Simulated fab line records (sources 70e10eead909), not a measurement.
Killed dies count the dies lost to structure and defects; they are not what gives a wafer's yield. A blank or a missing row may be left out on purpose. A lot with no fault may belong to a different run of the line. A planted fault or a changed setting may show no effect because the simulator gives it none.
What tool caused it?    flow nand_harc    15 lots, 45 wafers sampled, at 4 steps of a route of 1159

== WHAT EACH GAUGE READ, for each wafer ==
NHARC_P_CONTACT_INSPECT_27.
lot   measured      on                 raw_defect_count
L336  day 6 07:05   defect_inspect-02  593 442 394
L335  day 6 08:59   defect_inspect-02  367 219 594
L337  day 6 16:14   defect_inspect-02  302 225 251
L339  day 6 19:46   defect_inspect-02  270 248 209
L338  day 6 20:19   defect_inspect-02  423 210 322
L340  day 6 23:42   defect_inspect-02  641 309 512
L341  day 7 04:57   defect_inspect-02  304 422 438
L346  day 9 03:37   defect_inspect-01  310 161 242
L350  day 9 12:58   defect_inspect-02  311 372 375
L351  day 9 21:13   defect_inspect-02  338 245 239
L352  day 9 21:30   defect_inspect-01  314 387 369
L354  day 10 12:19  defect_inspect-02  195 250 295
L353  day 10 17:22  defect_inspect-01  419 285 266
L357  day 11 01:41  defect_inspect-02  244 455 424
L356  day 11 01:52  defect_inspect-02  158 332 247

== WHICH TOOL RAN EACH LOT (tool, then ch and the chambers of the sampled wafers, then the start) ==
lot   NHARC_P_CONTACT_ETCH_18                        NHARC_P_CONTACT_ETCH_31             NHARC_P_CONTACT_CMP_24
L336  rie_diel-03 ch 1,2,3, day 5 23:35 or earlier   rie_diel-03 ch 1,2, day 5 23:35     cmp-04 ch 0,2,3, day 6 06:41
L335  rie_diel-02 ch 2,3, day 6 00:11 or earlier     rie_diel-02 ch 0,1,2, day 6 00:11   cmp-01 ch 1,2, day 6 08:36
L337  rie_diel-03 ch 0,1,2, day 6 04:17 or earlier   rie_diel-03 ch 0,1,3, day 6 04:17   cmp-04 ch 0,1,3, day 6 15:52
L339  rie_diel-13 ch 0,3, day 6 11:38 or earlier     rie_diel-13 ch 0,1,3, day 6 11:38   cmp-01 ch 1,3, day 6 19:22
L338  rie_diel-03 ch 0,2,3, day 6 12:07 or earlier   rie_diel-03 ch 0,1,3, day 6 12:07   cmp-02 ch 0,2,3, day 6 19:59
L340  rie_diel-13 ch 0,3, day 6 19:32 or earlier     rie_diel-13 ch 0,2,3, day 6 19:32   cmp-01 ch 0,1,3, day 6 23:22
L341  rie_diel-13 ch 0,1,2, day 7 02:14 or earlier   rie_diel-13 ch 0,1, day 7 02:14     cmp-04 ch 0,2, day 7 04:32
L346  rie_diel-13 ch 1,3, day 9 00:04 or earlier     rie_diel-13 ch 0,1,2, day 9 00:04   cmp-02 ch 2,3, day 9 03:13
L350  rie_diel-13 ch 1,3, day 9 06:09 or earlier     rie_diel-13 ch 0,1, day 9 06:09     cmp-01 ch 2,3, day 9 12:35
L351  rie_diel-13 ch 0,2,3, day 9 15:34 or earlier   rie_diel-13 ch 1,2, day 9 15:34     cmp-04 ch 1,2, day 9 20:51
L352  rie_diel-03 ch 0,1,3, day 9 15:57 or earlier   rie_diel-03 ch 0,1,3, day 9 15:57   cmp-04 ch 0,1, day 9 21:05
L354  rie_diel-13 ch 0,2,3, day 10 08:46 or earlier  rie_diel-13 ch 0,2,3, day 10 08:46  cmp-02 ch 0,1,2, day 10 11:56
L353  rie_diel-13 ch 0,1,2, day 10 10:14 or earlier  rie_diel-13 ch 1,2, day 10 10:14    cmp-02 ch 0,2,3, day 10 17:01
L357  rie_diel-13 ch 0,3, day 10 23:13 or earlier    rie_diel-13 ch 1,2,3, day 10 23:13  cmp-04 ch 0,1,3, day 11 01:18
L356  rie_diel-03 ch 0,3, day 10 23:11               rie_diel-03 ch 0,3, day 10 23:31    cmp-02 ch 1,2, day 11 01:28
- NHARC_P_CONTACT_ETCH_18: etches the open film in C4F8/O2/Ar, target depth 481 nm, time 240.5 s.
- NHARC_P_CONTACT_ETCH_31: etches the open film in CH3F/O2, target depth 30 nm, time 85.7 s.
- NHARC_P_CONTACT_CMP_24: polishes, t overpolish 30 s, target thk 200 nm.

== AS READ BY THE TOOLS THEMSELVES (means over the sampled wafers that have a number; for cases with no such wafer, the mark the record gives instead) ==
NHARC_P_CONTACT_ETCH_18.
lot   tool         bias_w (W)  chamber_pressure_mTorr (mTorr)  oes_product_au (a.u.)  rf_vpp_V (V)
L336  rie_diel-03  1497        25.007                          0.968                  979
L335  rie_diel-02  1504        25.005                          0.998                  980
L337  rie_diel-03  1501        25.002                          0.942                  981
L339  rie_diel-13  1504        25.007                          0.974                  974
L338  rie_diel-03  1501        24.989                          0.969                  980
L340  rie_diel-13  1499        25.011                          0.980                  971
L341  rie_diel-13  1503        25.002                          0.978                  975
L346  rie_diel-13  1507        24.984                          0.977                  984
L350  rie_diel-13  1501        24.991                          0.967                  983
L351  rie_diel-13  1497        24.994                          0.925                  972
L352  rie_diel-03  1503        25.009                          0.960                  980
L354  rie_diel-13  1499        24.994                          0.965                  972
L353  rie_diel-13  1500        25.003                          0.975                  975
L357  rie_diel-13  1501        24.981                          0.961                  971
L356  rie_diel-03  1503        24.994                          0.958                  980

NHARC_P_CONTACT_ETCH_31.
lot   tool         bias_w (W)  ch3f_flow_sccm (sccm)  drypump_motor_current_A (A)  oes_product_au (a.u.)  rf_vpp_V (V)  showerhead_plenum_p_Torr (Torr)  throttle_valve_pct (%)
L336  rie_diel-03  99.9        50.02                  5.4                          0.977                  245.8         2.50                             20.668
L335  rie_diel-02  99.8        50.06                  5.9                          0.996                  244.3         2.44                             20.662
L337  rie_diel-03  100.1       50.11                  5.5                          0.973                  243.9         2.47                             20.661
L339  rie_diel-13  99.4        50.01                  6.0                          0.991                  243.8         2.45                             20.663
L338  rie_diel-03  99.8        49.80                  5.5                          0.984                  244.7         2.47                             20.663
L340  rie_diel-13  100.3       50.01                  6.1                          0.985                  242.1         2.34                             20.660
L341  rie_diel-13  100.3       50.20                  6.1                          0.987                  243.8         2.41                             20.667
L346  rie_diel-13  -           -                      -                            -                      -             -                                -
L350  rie_diel-13  -           -                      -                            -                      -             -                                -
L351  rie_diel-13  -           -                      -                            -                      -             -                                -
L352  rie_diel-03  100.2       50.01                  5.5                          0.990                  244.3         2.47                             20.663
L354  rie_diel-13  99.9        50.03                  6.1                          0.979                  242.7         2.34                             20.665
L353  rie_diel-13  99.9        49.81                  6.4                          0.986                  244.6         2.42                             20.671
L357  rie_diel-13  100.0       50.08                  6.2                          0.982                  244.3         2.45                             20.661
L356  rie_diel-03  100.1       50.04                  5.7                          1.000                  245.0         2.47                             20.660

NHARC_P_CONTACT_CMP_24.
lot   tool    motor_current_A (A)  overpolish_run_s (s)  slurry_flow_ml_min  time_to_endpoint_s (s)
L336  cmp-04  12.8                 30.001                150.0               43
L335  cmp-01  11.2                 29.999                149.8               41
L337  cmp-04  11.9                 29.986                150.0               41
L339  cmp-01  11.0                 30.001                150.1               38
L338  cmp-02  12.9                 29.998                150.1               37
L340  cmp-01  11.5                 29.989                150.3               37
L341  cmp-04  14.1                 30.003                150.1               37
L346  cmp-02  12.7                 30.000                150.6               38
L350  cmp-01  10.9                 29.999                150.4               44
L351  cmp-04  12.0                 29.995                149.7               40
L352  cmp-04  12.1                 29.997                150.3               42
L354  cmp-02  12.7                 30.001                149.4               36
L353  cmp-02  12.7                 30.007                150.4               37
L357  cmp-04  12.2                 29.998                150.1               45
L356  cmp-02  11.2                 29.992                149.8               40

== THE ANSWER, worked out from the rows above alone ==
Rule: the usual values come from the lots themselves. Put in order of their means at a reading, lots are off if they are a third of the lots or fewer, leave a main group of 4 or more, and stand apart from it by a gap of 3 or more times the standard deviation of the main group's means; of several such gaps the widest counts. The tables above print the reading to a certain number of digits; a main group whose means all agree to those digits is not used. Also off: a lot with no number at a reading for which 4 or more lots have one. All remaining lots with rows at the step are treated as sound. After the gauges, taken in route order, come the tools' own readings; for these a lot's mean is taken, as printed above. The first step at which some lot is off is used, and at that step the reading that is off furthest; a lot without a number counts as furthest.
Off: L346, L350, L351, at NHARC_P_CONTACT_ETCH_31 (bias_w). Without a number there: L346, L350, L351. Main group: mean 100.0 W, sd 0.24.
If a tool, at that step or one of the process steps before it, ran each lot that is off and ran no sound lot following the first of them, it fits. NHARC_P_CONTACT_ETCH_18: start missing for some lots; hours and lot order therefore follow NHARC_P_CONTACT_ETCH_31. No candidate that was tried fits.

== WHAT HAD BEEN PUT IN BY THE SIMULATOR ==
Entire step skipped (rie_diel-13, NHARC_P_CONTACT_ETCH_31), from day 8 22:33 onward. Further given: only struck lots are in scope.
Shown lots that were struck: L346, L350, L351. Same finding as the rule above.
